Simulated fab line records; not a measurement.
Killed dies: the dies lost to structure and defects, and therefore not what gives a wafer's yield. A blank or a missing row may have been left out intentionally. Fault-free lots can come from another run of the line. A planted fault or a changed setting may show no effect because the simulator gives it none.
fab line records	flow nand-harc
record lots=14	wafers=42	last-day=32
route steps=1302 shown A_ZERO_WELL@401 A_SOURCE_PLATE@420 A_ONON_D1@424 END@1302
lots with no fault: from the same line, run without faults
start-h: hours from the record's first day to the start of the lot's first wafer shown	wait-h: hours from the lot's prior step to this one	" as in the row above	L1.1+2: several wafers, shown together as one row	- no value, or no start was given	* or withheld: withheld	< > ~ a bound
route shown NAME@n: a module of which the file shows steps, and the number in the route of the first	usual: the fault-free wafers' mean and standard deviation	same: alike in all rows	chamber/n: place in a boat	sites: the reading at each site	_std_site: standard deviation of those values	_edge_site: mean of outer sites minus mean of inner sites	radius-mm: for every site, how far away it sits from the centre of the wafer	mask NAME#n: copy n	behind: the last tool/chamber to shape the wafer	hold: why the lot was held/for how many hours/how that ended	device: the transistor (n, p or np) that didn't switch	end of line: the same wafers' tests at the end of the route	step lacking rows: just its recipe	killed: count of dies lost to structure and defects at first sort (not the wafer's yield)	map: dies across one wafer; x = killed, . = not, _ = none there
set.NAME: the setting as run; set.NAME@STEP: as run at that earlier step	model.NAME: the simulator's own value behind a step, which no gauge read
the route's steps for a sample of lots (tables are steps, rows are wafers)
services: from which hour (start-h, from the record's first day; less than 0 if before it) a tool's chamber was out of use, for how many hours, and why
## steps
# step NHARC_A_ZERO_WELL_CD_MEAS_10
# recipe target-cd-nm=2000	landing-energy-ev=500
# usual cd-nm=1998.9/1.9
lot.wafer	tool	chamber	start-h	wait-h	cd-nm
L215.1	cd-sem-01	0	138.92	-	2000.4
L215.2	"	0	"	"	2001.8
L215.6	"	0	"	"	2001.5
L216.1	cd-sem-02	0	153.39	-	1996.8
L216.4	"	0	"	"	2002.5
L216.5	"	0	"	"	1998.7
L218.2	cd-sem-03	0	166.70	-	1998.7
L218.4	"	0	"	"	1997.7
L218.5	"	0	"	"	1997.4
L219.1	cd-sem-02	0	181.14	-	1996.7
L219.2	"	0	"	"	2000.3
L219.6	"	0	"	"	2001.6
L221.1	cd-sem-02	0	198.09	-	1997.3
L221.2	"	0	"	"	1999.1
L221.6	"	0	"	"	2002.3
L222.1	cd-sem-02	0	205.87	-	1996.2
L222.4	"	0	"	"	1997.5
L222.5	"	0	"	"	2001.6
L223.3	cd-sem-03	0	220.15	-	1999.4
L223.4	"	0	"	"	1998.5
L223.5	"	0	"	"	1996.3
L230.2	cd-sem-01	0	286.63	-	1997.5
L230.4	"	0	"	"	1998.8
L230.5	"	0	"	"	2000.2
L232.2	cd-sem-01	0	304.60	-	1998.2
L232.3	"	0	"	"	2000.7
L232.4	"	0	"	"	1998.2
L234.1	cd-sem-02	0	328.11	-	1998.7
L234.2	"	0	"	"	1999.5
L234.5	"	0	"	"	2000.3
L235.1	cd-sem-03	0	335.06	-	2000.0
L235.2	"	0	"	"	1998.7
L235.3	"	0	"	"	1996.0
L236.1	cd-sem-03	0	347.66	-	1998.6
L236.2	"	0	"	"	2001.5
L236.6	"	0	"	"	2000.7
L237.1	cd-sem-02	0	357.27	-	1999.8
L237.4	"	0	"	"	1997.5
L237.6	"	0	"	"	2000.5
L238.1	cd-sem-02	0	364.59	-	2000.2
L238.3	"	0	"	"	2002.5
L238.5	"	0	"	"	2001.0
# step NHARC_A_SOURCE_PLATE_THK_MEAS_06
# recipe thk-meas-gauge=ellipsometry
# usual thk-nm=200.1/2.4
lot.wafer	tool	chamber	start-h	wait-h	thk-nm
L215.1	film-metro-02	-	159.69	0.4	202.4
L215.2	"	-	"	"	199.0
L215.6	"	-	"	"	202.3
L216.1	film-metro-02	-	175.03	0.4	203.0
L216.4	"	-	"	"	199.2
L216.5	"	-	"	"	201.7
L218.2	film-metro-01	-	188.58	0.4	200.3
L218.4	"	-	"	"	203.5
L218.5	"	-	"	"	202.7
L219.1	film-metro-02	-	203.07	0.4	201.8
L219.2	"	-	"	"	201.4
L219.6	"	-	"	"	200.7
L221.1	film-metro-02	-	218.96	0.4	202.0
L221.2	"	-	"	"	202.0
L221.6	"	-	"	"	203.3
L222.1	film-metro-02	-	227.24	0.4	202.4
L222.4	"	-	"	"	203.2
L222.5	"	-	"	"	202.7
L223.3	film-metro-01	-	241.89	0.4	201.0
L223.4	"	-	"	"	202.0
L223.5	"	-	"	"	202.9
L230.2	film-metro-02	-	309.25	0.4	197.4
L230.4	"	-	"	"	201.3
L230.5	"	-	"	"	200.9
L232.2	film-metro-02	-	323.64	0.4	196.8
L232.3	"	-	"	"	195.3
L232.4	"	-	"	"	198.5
L234.1	film-metro-01	-	348.82	0.4	200.2
L234.2	"	-	"	"	201.5
L234.5	"	-	"	"	200.1
L235.1	film-metro-01	-	358.15	0.4	198.3
L235.2	"	-	"	"	199.0
L235.3	"	-	"	"	202.4
L236.1	film-metro-01	-	368.86	0.4	199.4
L236.2	"	-	"	"	198.6
L236.6	"	-	"	"	199.1
L237.1	film-metro-01	-	379.94	0.4	201.8
L237.4	"	-	"	"	200.8
L237.6	"	-	"	"	202.8
L238.1	film-metro-01	-	387.18	0.4	202.7
L238.3	"	-	"	"	199.7
L238.5	"	-	"	"	198.6
# step NHARC_A_ONON_D1_DEP_00
# recipe target-thk-a=10000	n2-flow-sccm=2750	n2o-flow-sccm=2000	nh3-flow-sccm=500	sih4-flow-sccm=210	temp-c=400
# usual nh3-flow-sccm=500.4/1.5	susceptor-temp-C=400.03/0.25
lot.wafer	tool	chamber	start-h	wait-h	nh3-flow-sccm	susceptor-temp-C
L215.1	pecvd-onon-02	0	159.82	0.1	500.6	400.10
L215.2	"	0	"	"	500.9	400.16
L215.6	"	0	"	"	501.5	400.31
L216.1	pecvd-onon-03	0	175.16	0.1	500.4	400.41
L216.4	"	0	"	"	500.6	400.29
L216.5	"	0	"	"	503.3	400.11
L218.2	pecvd-onon-01	0	188.79	0.1	498.5	399.87
L218.4	"	0	"	"	502.0	399.68
L218.5	"	0	"	"	500.0	399.90
L219.1	pecvd-onon-01	0	203.24	0.1	499.4	400.31
L219.2	"	0	"	"	498.9	400.00
L219.6	"	0	"	"	501.1	400.08
L221.1	pecvd-onon-02	0	219.13	0.1	498.5	399.83
L221.2	"	0	"	"	498.3	400.35
L221.6	"	0	"	"	498.9	400.14
L222.1	pecvd-onon-02	0	227.41	0.1	499.5	399.96
L222.4	"	0	"	"	499.6	399.85
L222.5	"	0	"	"	499.6	400.09
L223.3	pecvd-onon-02	0	242.18	0.2	500.6	400.17
L223.4	"	0	"	"	501.1	400.17
L223.5	"	0	"	"	500.5	399.93
L230.2	pecvd-onon-02	0	309.44	0.1	497.6	400.21
L230.4	"	0	"	"	500.2	400.33
L230.5	"	0	"	"	500.0	400.18
L232.2	pecvd-onon-02	0	323.82	0.1	497.9	400.36
L232.3	"	0	"	"	500.4	400.47
L232.4	"	0	"	"	500.1	400.26
L234.1	pecvd-onon-02	0	348.95	0.1	500.0	399.56
L234.2	"	0	"	"	501.6	399.67
L234.5	"	0	"	"	500.4	399.72
L235.1	pecvd-onon-02	0	358.27	0.1	499.3	400.38
L235.2	"	0	"	"	501.4	400.06
L235.3	"	0	"	"	501.4	400.30
L236.1	pecvd-onon-03	0	369.03	0.1	499.8	400.23
L236.2	"	0	"	"	500.0	400.02
L236.6	"	0	"	"	499.9	400.11
L237.1	pecvd-onon-02	0	380.07	0.1	502.9	399.94
L237.4	"	0	"	"	502.7	399.83
L237.6	"	0	"	"	500.8	400.26
L238.1	pecvd-onon-02	0	387.31	0.1	501.1	400.21
L238.3	"	0	"	"	500.0	400.23
L238.5	"	0	"	"	498.8	400.09
# step NHARC_A_ONON_D1_THK_MEAS_02
# recipe thk-meas-gauge=ellipsometry
# usual thk-nm=1001/6.9
lot.wafer	tool	chamber	start-h	wait-h	thk-nm
L215.1	film-metro-02	-	160.33	-	1007
L215.2	"	-	"	"	1007
L215.6	"	-	"	"	1007
L216.1	film-metro-01	-	175.67	-	997
L216.4	"	-	"	"	997
L216.5	"	-	"	"	996
L218.2	film-metro-02	-	189.24	-	999
L218.4	"	-	"	"	999
L218.5	"	-	"	"	997
L219.1	film-metro-02	-	203.75	-	996
L219.2	"	-	"	"	996
L219.6	"	-	"	"	996
L221.1	film-metro-02	-	219.65	-	1006
L221.2	"	-	"	"	1007
L221.6	"	-	"	"	1005
L222.1	film-metro-01	-	227.93	-	1164
L222.4	"	-	"	"	1162
L222.5	"	-	"	"	1165
L223.3	film-metro-02	-	242.58	-	1154
L223.4	"	-	"	"	1154
L223.5	"	-	"	"	1154
L230.2	film-metro-01	-	309.89	-	992
L230.4	"	-	"	"	993
L230.5	"	-	"	"	994
L232.2	film-metro-01	-	324.27	-	991
L232.3	"	-	"	"	993
L232.4	"	-	"	"	991
L234.1	film-metro-01	-	349.46	-	996
L234.2	"	-	"	"	996
L234.5	"	-	"	"	1001
L235.1	film-metro-02	-	358.78	-	1011
L235.2	"	-	"	"	1011
L235.3	"	-	"	"	1010
L236.1	film-metro-02	-	369.54	-	1003
L236.2	"	-	"	"	1002
L236.6	"	-	"	"	1002
L237.1	film-metro-01	-	380.58	-	986
L237.4	"	-	"	"	986
L237.6	"	-	"	"	986
L238.1	film-metro-01	-	387.82	-	1010
L238.3	"	-	"	"	1009
L238.5	"	-	"	"	1011
# step NHARC_END_SORT_01
# recipe temp-c=25
# usual killed-at-array=56/19	killed-at-other=0.6/1	killed-at-periphery=3.9/2.7	killed-dies=61/19	killed-open=3.3/1.9	killed-short=2.4/1.7
# same gross-dies=677
lot.wafer	tool	chamber	start-h	wait-h	killed-at-array	killed-at-other	killed-at-periphery	killed-dies	killed-open	killed-short
L215.1	prober-01	0	566.09	2.5	59	0	9	68	4	2
L215.2	prober-01	0	566.90	2.8	46	1	4	51	1	1
L215.6	prober-01	0	570.13	4.0	46	1	13	60	6	3
L216.1	prober-01	0	585.96	2.5	26	0	2	28	4	0
L216.4	prober-01	0	588.37	3.4	29	1	2	32	1	3
L216.5	prober-01	0	589.17	3.7	26	1	5	32	2	0
L218.2	prober-02	0	588.96	2.8	68	0	2	70	4	2
L218.4	prober-02	0	590.57	3.4	75	0	1	76	3	4
L218.5	prober-02	0	591.37	3.7	59	0	1	60	2	1
L219.1	prober-01	0	593.76	2.5	52	0	3	55	1	4
L219.2	prober-01	0	594.58	2.8	39	0	0	39	0	1
L219.6	prober-01	0	597.83	4.1	49	1	1	51	3	5
L222.1	prober-01	0	638.02	2.5	675	0	2	677	2	2
L222.4	prober-01	0	640.44	3.4	673	0	4	677	2	2
L222.5	prober-01	0	641.25	3.7	672	1	4	677	1	4
L223.3	prober-02	0	639.64	3.1	669	0	8	677	2	3
L223.4	prober-02	0	640.44	3.4	671	0	6	677	2	0
L223.5	prober-02	0	641.23	3.7	675	0	2	677	5	4
L221.1	prober-02	0	645.79	2.5	51	0	1	52	2	4
L221.2	prober-02	0	646.59	2.8	62	0	2	64	4	3
L221.6	prober-02	0	649.81	4.0	64	0	0	64	2	4
L232.2	prober-01	0	718.02	4.7	32	2	2	36	3	3
L232.3	prober-01	0	718.82	5.0	29	5	4	38	7	1
L232.4	prober-01	0	719.62	5.3	23	2	5	30	7	5
L230.2	prober-02	0	725.60	2.8	74	2	9	85	4	3
L230.4	prober-02	0	727.20	3.4	72	2	3	77	7	2
L230.5	prober-02	0	728.00	3.7	72	0	2	74	4	6
L234.1	prober-02	0	742.96	2.5	61	0	1	62	7	2
L234.2	prober-02	0	743.76	2.8	78	0	4	82	4	1
L234.5	prober-02	0	746.15	3.7	68	0	5	73	1	5
L236.1	prober-01	0	762.73	2.5	67	1	4	72	5	2
L236.2	prober-01	0	763.53	2.8	48	1	3	52	1	1
L236.6	prober-01	0	766.71	4.0	52	1	5	58	2	4
L235.1	prober-02	0	765.02	2.5	78	0	1	79	4	1
L235.2	prober-02	0	765.81	2.8	76	0	3	79	6	2
L235.3	prober-02	0	766.61	3.1	80	0	4	84	2	4
L237.1	prober-01	0	771.49	2.5	53	0	13	66	2	6
L237.4	prober-01	0	773.89	3.4	37	2	5	44	3	0
L237.6	prober-01	0	775.49	4.0	50	0	3	53	5	2
L238.1	prober-02	0	772.83	2.5	69	0	6	75	2	7
L238.3	prober-02	0	774.44	3.1	75	0	0	75	2	6
L238.5	prober-02	0	776.06	3.7	79	0	9	88	3	1
# killed by level:class
L215.1 A_CHANNEL_HOLE_D1:chamber-film-flake=31 A_CHANNEL_HOLE_D2:chamber-film-flake=9 A_CONTACT:chamber-film-flake=5 A_STAIRCASE:chamber-film-flake=4 P_ZERO_WELL:chamber-film-flake=3 A_WL_FILL:chamber-film-flake=3 P_CONTACT:geometric-particle:open=2 A_CHANNEL_FILL_D2:geometric-particle:short=2
L215.2 A_CHANNEL_HOLE_D1:chamber-film-flake=27 A_CONTACT:chamber-film-flake=6 A_CHANNEL_HOLE_D2:chamber-film-flake=4 P_M1:chamber-film-flake=3 A_ZERO_WELL:chamber-film-flake=2 A_STAIRCASE:chamber-film-flake=2 A_DECK1_JOINT:chamber-film-flake=2 A_WL_FILL:geometric-particle:short=1
L215.6 A_CHANNEL_HOLE_D1:chamber-film-flake=30 P_ZERO_WELL:chamber-film-flake=5 A_STAIRCASE:chamber-film-flake=5 P_M1:chamber-film-flake=3 A_CHANNEL_HOLE_D2:chamber-film-flake=3 P_M0:geometric-particle:open=2 A_WL_FILL:geometric-particle:open=2 P_CONTACT:geometric-particle:short=1
L216.1 A_STAIRCASE:chamber-film-flake=8 A_CONTACT:chamber-film-flake=5 A_WL_FILL:chamber-film-flake=3 A_CONTACT:unspecified=3 A_CHANNEL_HOLE_D1:chamber-film-flake=2 P_CONTACT:geometric-particle:open=1 A_DECK1_JOINT:geometric-particle:open=1 A_CHANNEL_FILL_D2:geometric-particle:open=1
L216.4 A_CHANNEL_HOLE_D2:chamber-film-flake=9 A_STAIRCASE:chamber-film-flake=9 A_CONTACT:chamber-film-flake=4 A_CONTACT:geometric-particle:short=2 P_BONDPAD:chamber-film-flake=2 A_WL_FILL:geometric-particle:short=1 A_BLC:geometric-particle:open=1 A_CHANNEL_HOLE_D1:chamber-film-flake=1
L218.2 A_SLIT:chamber-film-flake=28 A_CHANNEL_HOLE_D1:chamber-film-flake=27 A_CHANNEL_HOLE_D2:chamber-film-flake=5 A_CONTACT:chamber-film-flake=2 A_SOURCE_PLATE:geometric-particle:open=1 A_CHANNEL_FILL_D1:geometric-particle:short=1 A_CHANNEL_FILL_D1:geometric-particle:open=1 A_CHANNEL_FILL_D2:geometric-particle:open=1
L216.5 A_CHANNEL_HOLE_D2:chamber-film-flake=7 A_CONTACT:chamber-film-flake=7 A_CONTACT:unspecified=5 P_BONDPAD:chamber-film-flake=3 A_STAIRCASE:chamber-film-flake=3 P_GATE:chamber-film-flake=2 A_CHANNEL_FILL_D2:geometric-particle:open=1 A_STAIRCASE:geometric-particle:open=1
L218.4 A_CHANNEL_HOLE_D1:chamber-film-flake=28 A_SLIT:chamber-film-flake=25 A_CHANNEL_HOLE_D2:chamber-film-flake=10 A_STAIRCASE:chamber-film-flake=3 A_WL_FILL:geometric-particle:short=2 A_CONTACT:chamber-film-flake=2 P_GATE:geometric-particle:open=1 A_DECK1_JOINT:geometric-particle:open=1
L218.5 A_CHANNEL_HOLE_D1:chamber-film-flake=27 A_SLIT:chamber-film-flake=18 A_STAIRCASE:chamber-film-flake=4 A_CONTACT:chamber-film-flake=4 A_DECK1_JOINT:geometric-particle:short=1 A_CHANNEL_FILL_D2:geometric-particle:open=1 A_WL_FILL:geometric-particle:open=1 P_ZERO_WELL:chamber-film-flake=1
L219.1 A_CHANNEL_HOLE_D2:chamber-film-flake=42 A_CONTACT:chamber-film-flake=3 P_GATE:geometric-particle:short=1 P_GATE:geometric-particle:open=1 A_ONON_D1:geometric-particle:short=1 A_STAIRCASE:geometric-particle:short=1 A_CONTACT:geometric-particle:short=1 P_GATE:chamber-film-flake=1
L219.2 A_CHANNEL_HOLE_D2:chamber-film-flake=32 A_STAIRCASE:chamber-film-flake=2 A_CONTACT:chamber-film-flake=2 A_ONON_D2:geometric-particle:short=1 A_CHANNEL_HOLE_D1:chamber-film-flake=1 A_DECK1_JOINT:chamber-film-flake=1
L219.6 A_CHANNEL_HOLE_D2:chamber-film-flake=38 A_CONTACT:chamber-film-flake=3 A_CHANNEL_FILL_D2:geometric-particle:open=2 A_SOURCE_PLATE:geometric-particle:short=1 A_CHANNEL_FILL_D1:geometric-particle:short=1 A_CHANNEL_HOLE_D2:geometric-particle:short=1 A_WL_FILL:geometric-particle:short=1 A_BLC:geometric-particle:open=1
L222.1 A_ONON_D1:area-dep=630 A_CHANNEL_HOLE_D2:chamber-film-flake=27 A_STAIRCASE:chamber-film-flake=6 A_CHANNEL_HOLE_D1:chamber-film-flake=5 A_CONTACT:chamber-film-flake=3 P_STI:chamber-film-flake=2 A_CHANNEL_HOLE_D1:geometric-particle:short=1 A_DECK1_JOINT:geometric-particle:open=1
L223.3 A_ONON_D1:area-dep=643 A_CHANNEL_HOLE_D2:chamber-film-flake=12 P_GATE:chamber-film-flake=7 A_CHANNEL_HOLE_D1:chamber-film-flake=4 A_WL_FILL:chamber-film-flake=3 P_STI:geometric-particle:open=1 A_ONON_D1:geometric-particle:short=1 A_DECK1_JOINT:geometric-particle:short=1
L223.4 A_ONON_D1:area-dep=644 A_CHANNEL_HOLE_D2:chamber-film-flake=13 P_GATE:chamber-film-flake=5 A_CHANNEL_HOLE_D1:chamber-film-flake=5 A_CHANNEL_FILL_D1:chamber-film-flake=2 A_STAIRCASE:chamber-film-flake=2 A_WL_FILL:chamber-film-flake=2 P_M1:geometric-particle:open=1
L222.4 A_ONON_D1:area-dep=626 A_CHANNEL_HOLE_D2:chamber-film-flake=32 A_CHANNEL_HOLE_D1:chamber-film-flake=6 A_CONTACT:chamber-film-flake=4 P_STI:chamber-film-flake=2 P_CONTACT:geometric-particle:open=1 A_ONON_D1:geometric-particle:short=1 A_CHANNEL_HOLE_D1:geometric-particle:short=1
L223.5 A_ONON_D1:area-dep=640 A_CHANNEL_HOLE_D2:chamber-film-flake=9 A_CHANNEL_FILL_D1:chamber-film-flake=4 A_CHANNEL_FILL_D2:geometric-particle:short=3 A_CHANNEL_HOLE_D1:chamber-film-flake=3 A_STAIRCASE:chamber-film-flake=3 P_GATE:chamber-film-flake=2 A_DECK1_JOINT:chamber-film-flake=2
L222.5 A_ONON_D1:area-dep=627 A_CHANNEL_HOLE_D2:chamber-film-flake=31 A_CHANNEL_HOLE_D1:chamber-film-flake=4 P_STI:chamber-film-flake=3 A_STAIRCASE:chamber-film-flake=3 P_M2:geometric-particle:short=1 A_CHANNEL_HOLE_D2:geometric-particle:short=1 A_CHANNEL_FILL_D2:geometric-particle:open=1
L221.1 A_SLIT:chamber-film-flake=24 A_CHANNEL_HOLE_D2:chamber-film-flake=13 A_STAIRCASE:chamber-film-flake=5 A_CHANNEL_HOLE_D1:chamber-film-flake=2 A_CONTACT:chamber-film-flake=2 P_STI:geometric-particle:short=1 A_ONON_D2:geometric-particle:short=1 A_CHANNEL_FILL_D2:geometric-particle:short=1
L221.2 A_SLIT:chamber-film-flake=39 A_CHANNEL_HOLE_D2:chamber-film-flake=9 A_ONON_D2:geometric-particle:open=3 A_CONTACT:chamber-film-flake=3 A_SOURCE_PLATE:geometric-particle:short=1 A_CHANNEL_HOLE_D1:geometric-particle:open=1 A_ONON_D2:geometric-particle:short=1 A_CHANNEL_FILL_D2:geometric-particle:short=1
L221.6 A_SLIT:chamber-film-flake=34 A_CHANNEL_HOLE_D2:chamber-film-flake=12 A_CHANNEL_HOLE_D1:chamber-film-flake=6 A_CONTACT:chamber-film-flake=5 A_M0:geometric-particle:open=2 A_SOURCE_PLATE:geometric-particle:short=1 A_ONON_D1:geometric-particle:short=1 A_CHANNEL_HOLE_D1:geometric-particle:short=1
L232.2 A_CHANNEL_HOLE_D1:chamber-film-flake=16 A_CONTACT:chamber-film-flake=5 A_CHANNEL_FILL_D1:chamber-film-flake=2 A_STAIRCASE:chamber-film-flake=2 A_SLIT:chamber-film-flake=2 THIN_TSV:chamber-film-flake=2 P_GATE:geometric-particle:short=1 A_CHANNEL_HOLE_D1:geometric-particle:short=1
L232.3 A_CHANNEL_HOLE_D1:chamber-film-flake=12 A_SLIT:chamber-film-flake=5 A_STAIRCASE:chamber-film-flake=4 THIN_TSV:chamber-film-flake=4 P_M0:geometric-particle:open=3 A_CONTACT:chamber-film-flake=3 A_DECK1_JOINT:geometric-particle:open=1 A_CHANNEL_HOLE_D2:geometric-particle:open=1
L232.4 A_CHANNEL_HOLE_D1:chamber-film-flake=12 A_CONTACT:chamber-film-flake=4 A_BLC:geometric-particle:open=2 P_STI:geometric-particle:short=1 P_GATE:geometric-particle:open=1 P_CONTACT:geometric-particle:short=1 P_M0:geometric-particle:short=1 P_M2:geometric-particle:short=1
L230.2 A_SLIT:chamber-film-flake=33 A_CHANNEL_HOLE_D2:chamber-film-flake=15 A_CHANNEL_HOLE_D1:chamber-film-flake=8 A_CONTACT:chamber-film-flake=8 A_CHANNEL_FILL_D2:chamber-film-flake=3 A_CHANNEL_FILL_D1:geometric-particle:short=2 P_M1:chamber-film-flake=2 A_CHANNEL_FILL_D1:chamber-film-flake=2
L230.4 A_SLIT:chamber-film-flake=37 A_CHANNEL_HOLE_D2:chamber-film-flake=11 A_CHANNEL_HOLE_D1:chamber-film-flake=9 A_CHANNEL_FILL_D1:geometric-particle:open=2 A_CONTACT:chamber-film-flake=2 A_CHANNEL_FILL_D2:chamber-film-flake=2 A_STAIRCASE:chamber-film-flake=2 THIN_TSV:chamber-film-flake=2
L230.5 A_SLIT:chamber-film-flake=34 A_CHANNEL_HOLE_D2:chamber-film-flake=15 A_CHANNEL_HOLE_D1:chamber-film-flake=7 A_CONTACT:chamber-film-flake=4 A_DECK1_JOINT:geometric-particle:short=2 A_ONON_D2:geometric-particle:short=2 A_STAIRCASE:chamber-film-flake=2 P_M0:geometric-particle:open=1
L234.1 A_CHANNEL_HOLE_D1:chamber-film-flake=22 A_CHANNEL_HOLE_D2:chamber-film-flake=18 A_SLIT:chamber-film-flake=6 A_CONTACT:chamber-film-flake=4 A_ZERO_WELL:chamber-film-flake=2 P_GATE:geometric-particle:open=1 A_CHANNEL_HOLE_D1:geometric-particle:open=1 A_CHANNEL_FILL_D1:geometric-particle:open=1
L234.2 A_CHANNEL_HOLE_D1:chamber-film-flake=40 A_CHANNEL_HOLE_D2:chamber-film-flake=21 A_SLIT:chamber-film-flake=5 P_GATE:chamber-film-flake=3 A_STAIRCASE:chamber-film-flake=3 A_M0:geometric-particle:open=2 A_WL_FILL:chamber-film-flake=2 A_CONTACT:chamber-film-flake=2
L234.5 A_CHANNEL_HOLE_D1:chamber-film-flake=30 A_CHANNEL_HOLE_D2:chamber-film-flake=26 A_CONTACT:chamber-film-flake=3 A_ONON_D2:geometric-particle:short=2 P_GATE:chamber-film-flake=2 A_SLIT:chamber-film-flake=2 P_CONTACT:geometric-particle:open=1 P_CONTACT:geometric-particle:short=1
L236.1 A_CHANNEL_HOLE_D2:chamber-film-flake=30 A_CHANNEL_HOLE_D1:chamber-film-flake=16 A_CONTACT:chamber-film-flake=5 A_STAIRCASE:chamber-film-flake=5 A_SLIT:chamber-film-flake=5 P_M0:geometric-particle:open=2 P_CONTACT:geometric-particle:short=1 A_ONON_D1:geometric-particle:short=1
L236.2 A_CHANNEL_HOLE_D2:chamber-film-flake=21 A_SLIT:chamber-film-flake=7 A_CHANNEL_HOLE_D1:chamber-film-flake=6 A_STAIRCASE:chamber-film-flake=5 A_CONTACT:chamber-film-flake=5 P_GATE:chamber-film-flake=2 A_CHANNEL_FILL_D1:geometric-particle:open=1 A_WL_FILL:geometric-particle:short=1
L235.1 A_SLIT:chamber-film-flake=33 A_CHANNEL_HOLE_D2:chamber-film-flake=17 A_CHANNEL_HOLE_D1:chamber-film-flake=9 A_STAIRCASE:chamber-film-flake=6 A_CONTACT:chamber-film-flake=5 A_CHANNEL_FILL_D1:geometric-particle:open=2 A_DECK1_JOINT:chamber-film-flake=2 A_CHANNEL_HOLE_D1:geometric-particle:short=1
L235.2 A_CHANNEL_HOLE_D2:chamber-film-flake=24 A_SLIT:chamber-film-flake=22 A_CHANNEL_HOLE_D1:chamber-film-flake=14 A_CONTACT:chamber-film-flake=5 P_BONDPAD:chamber-film-flake=3 A_SOURCE_PLATE:geometric-particle:open=2 A_DECK1_JOINT:chamber-film-flake=2 A_ONON_D1:geometric-particle:open=1
L235.3 A_CHANNEL_HOLE_D2:chamber-film-flake=26 A_SLIT:chamber-film-flake=23 A_CHANNEL_HOLE_D1:chamber-film-flake=16 A_STAIRCASE:chamber-film-flake=4 A_DECK1_JOINT:chamber-film-flake=3 A_CONTACT:chamber-film-flake=3 P_GATE:chamber-film-flake=2 P_M0:geometric-particle:short=1
L236.6 A_CHANNEL_HOLE_D2:chamber-film-flake=24 A_CHANNEL_HOLE_D1:chamber-film-flake=12 A_STAIRCASE:chamber-film-flake=4 A_CONTACT:chamber-film-flake=4 A_SLIT:chamber-film-flake=3 P_STI:chamber-film-flake=2 P_CONTACT:geometric-particle:short=1 P_CONTACT:geometric-particle:open=1
L237.1 A_SLIT:chamber-film-flake=30 P_STI:chamber-film-flake=11 A_CHANNEL_HOLE_D2:chamber-film-flake=5 A_CONTACT:chamber-film-flake=4 A_WL_FILL:geometric-particle:short=3 A_CHANNEL_HOLE_D1:chamber-film-flake=3 A_STAIRCASE:chamber-film-flake=2 P_M0:geometric-particle:short=1
L238.1 A_CHANNEL_HOLE_D2:chamber-film-flake=22 A_CONTACT:chamber-film-flake=17 A_SLIT:chamber-film-flake=8 A_CHANNEL_HOLE_D1:chamber-film-flake=6 A_ZERO_WELL:chamber-film-flake=4 A_WL_FILL:geometric-particle:short=2 P_ZERO_WELL:chamber-film-flake=2 P_STI:chamber-film-flake=2
L237.4 A_SLIT:chamber-film-flake=22 A_CONTACT:chamber-film-flake=5 P_STI:chamber-film-flake=4 A_STAIRCASE:chamber-film-flake=4 A_ZERO_WELL:chamber-film-flake=2 THIN_TSV:chamber-film-flake=2 P_CONTACT:geometric-particle:open=1 A_ONON_D2:geometric-particle:open=1
L238.3 A_CHANNEL_HOLE_D2:chamber-film-flake=24 A_CHANNEL_HOLE_D1:chamber-film-flake=23 A_CONTACT:chamber-film-flake=14 A_ONON_D1:geometric-particle:short=2 A_CHANNEL_FILL_D1:geometric-particle:short=2 A_ZERO_WELL:chamber-film-flake=2 A_SLIT:chamber-film-flake=2 A_DECK1_JOINT:geometric-particle:open=1
L237.6 A_SLIT:chamber-film-flake=33 A_CHANNEL_HOLE_D2:chamber-film-flake=4 A_CONTACT:chamber-film-flake=3 A_CHANNEL_FILL_D1:geometric-particle:open=2 P_STI:chamber-film-flake=2 A_CHANNEL_HOLE_D1:chamber-film-flake=2 P_M1:geometric-particle:open=1 A_CHANNEL_FILL_D2:geometric-particle:short=1
L238.5 A_CHANNEL_HOLE_D1:chamber-film-flake=24 A_CHANNEL_HOLE_D2:chamber-film-flake=22 A_CONTACT:chamber-film-flake=13 A_SLIT:chamber-film-flake=8 P_ZERO_WELL:chamber-film-flake=5 A_STAIRCASE:chamber-film-flake=4 A_ZERO_WELL:chamber-film-flake=4 A_CHANNEL_FILL_D1:geometric-particle:open=2
## services
tool	chamber	start-h	hours	kind
pecvd-onon-02	-	185.00	13.0	pm
pecvd-onon-03	-	227.00	13.0	pm
pecvd-onon-01	-	269.12	13.0	pm
pecvd-onon-03	-	344.37	14.3	repair
pecvd-onon-02	-	366.00	13.0	pm
## key
first-sign step=NHARC_A_ONON_D1_THK_MEAS_02	reading=thk-nm	direction=up	sigmas=23	usual=1001	struck=1159
effect step=NHARC_END_SORT_01	reading=killed-dies	direction=up	sigmas=33	usual=61	struck=677
more-kills-born-at NHARC_A_ONON_D1_DEP_00@pecvd-onon-02=3810
met-at NHARC_A_ONON_D1_DEP_00
struck-lots L222,L223
later-rows-left-out L222.1,L222.4,L222.5,L223.3,L223.4,L223.5
tester-left-out L222,L223
not-acting-at NHARC_A_ZERO_WELL_CD_MEAS_10,NHARC_A_SOURCE_PLATE_THK_MEAS_06
onset-between 219.13 227.41
fault kind=process-parameter-drift	tool=pecvd-onon-02	chamber=-	onset-h=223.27	steps=NHARC_A_ONON_D1_DEP_00	channel=target-thk-a	offset=*	shape=step	end-h=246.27	acts-in=*	stated=*
# tester-left-out: of these lots the tester's yield and bins aren't shown, on N5 and GAA mostly nor the transistor test; their killed dies are dies lost to structure and defects alone, not to doping, threshold or leakage, so they don't give the yield
# later-rows-left-out: the simulator's readings of these wafers behind a module that went badly wrong aren't trusted and aren't shown, but for the sort
